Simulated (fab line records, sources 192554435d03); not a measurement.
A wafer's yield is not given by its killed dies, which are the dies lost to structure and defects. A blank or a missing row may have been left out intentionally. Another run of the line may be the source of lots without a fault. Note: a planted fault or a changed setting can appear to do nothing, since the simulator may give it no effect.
3 desks, one fault :: flow n5_finfet :: what lay behind the numbers comes last; until then each desk has only its own

THE TOOL OWNER'S DESK: litho_track-04
The tool's own readings at N5_BEOL_M15_COAT_04 (resist thk 800 nm): means of the sampled wafers that have a number, for each lot that ran on this tool. Marked OUT: a lot whose mean sits more than 4 standard deviations from the usual mean, which makes it out of limits; the brackets give that distance.
Columns: A = resist_line_temp_C at N5_BEOL_M15_COAT_04, usual 23.01 C; B = spin_speed_rpm at N5_BEOL_M15_COAT_04, usual 1703.9 rpm
lot: L650
first seen here: day 14 04:59
A: 23.00
B: 1704.3

lot: L649
first seen here: day 14 05:31
A: 22.99
B: 1837.9 (+99 or more) OUT

lot: L651
first seen here: day 14 13:29
A: 23.11
B: 1838.0 (+99 or more) OUT
This desk finds L649, L651 out of limits, L649 being first, at day 14 05:31 (spin_speed_rpm at N5_BEOL_M15_COAT_04). L650: within limits.

THE DEFECT DESK
Lot by lot, what the route's inspections counted, given as the mean of those sampled wafers with a number. Marked OUT: a lot whose mean sits more than 4 standard deviations from the usual mean, which makes it out of limits; the brackets give that distance.
Columns: A = raw_defect_count at N5_BEOL_M14_INSPECT_55, usual 81; B = raw_defect_count at N5_BEOL_M15_INSPECT_12, usual 2.2
lot: L638
first seen here: day 10 15:58
A: 128
B: 2.7

lot: L650
first seen here: day 14 04:40
A: 79
B: 1.3

lot: L649
first seen here: day 14 05:12
A: 87
B: 3.0

lot: L651
first seen here: day 14 13:09
A: 72
B: 2.3

lot: L661
first seen here: day 16 23:55
A: 73
B: 1.7

lot: L657
first seen here: day 17 00:04
A: 116
B: 2.3
Result from this desk: across the 6 lots, nothing is out of limits.

METROLOGY DESK
What the gauges read for every lot (on any tool): the sampled wafers with a number, averaged. Marked OUT: a lot whose mean sits more than 4 standard deviations from the usual mean, which makes it out of limits; the brackets give that distance.
Columns: A = M14_THK at N5_BEOL_M14_THK_MEAS_50, usual 567 nm; B = M14_RS at N5_BEOL_M14_RS_MEAS_54, usual 0.0330 ohm/sq; C = M15_ILD_THK at N5_BEOL_M15_THK_MEAS_01, usual 1624 nm; D = cd_nm at N5_BEOL_M15_CD_MEAS_10, usual 360.2 nm; E = V14_OVL at N5_BEOL_M15_OVL_MEAS_11, usual 2 nm
lot: L638
first seen here: day 10 15:49
A: 560
B: 0.0332
C: 1628
D: 359.5
E: -4

lot: L650
first seen here: day 14 04:31
A: 559
B: 0.0333
C: 1625
D: 360.8
E: -4

lot: L649
first seen here: day 14 05:02
A: 580
B: 0.0327
C: 1613
D: 360.7
E: 8

lot: L651
first seen here: day 14 13:00
A: 569
B: 0.0332
C: 1641
D: 361.2
E: 6

lot: L661
first seen here: day 16 23:46
A: 579
B: 0.0325
C: 1626
D: 359.2
E: 2

lot: L657
first seen here: day 16 23:53
A: 563
B: 0.0333
C: 1603
D: 359.4
E: 6
Result from this desk: across the 6 lots, nothing is out of limits.

BROUGHT TOGETHER
An alarm could have come from the tool owner's desk at day 14 05:31, on L649, L651.
The defect desk saw nothing out of limits.
At the metrology desk, nothing out of limits was observed.
The defect desk has L649, L651 on record, within its limits.
The metrology desk holds a record of L649, L651, inside its limits.
On litho_track-04, each named lot ran N5_BEOL_M15_COAT_04.

WHAT THE SIMULATOR PUT IN
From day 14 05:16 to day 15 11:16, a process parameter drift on litho_track-04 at N5_BEOL_M15_COAT_04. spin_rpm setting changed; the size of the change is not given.
Lots struck among those shown: L649, L651.
How many hours passed from the start of the fault until each desk's first out-of-limits reading: the tool owner's desk, 0.
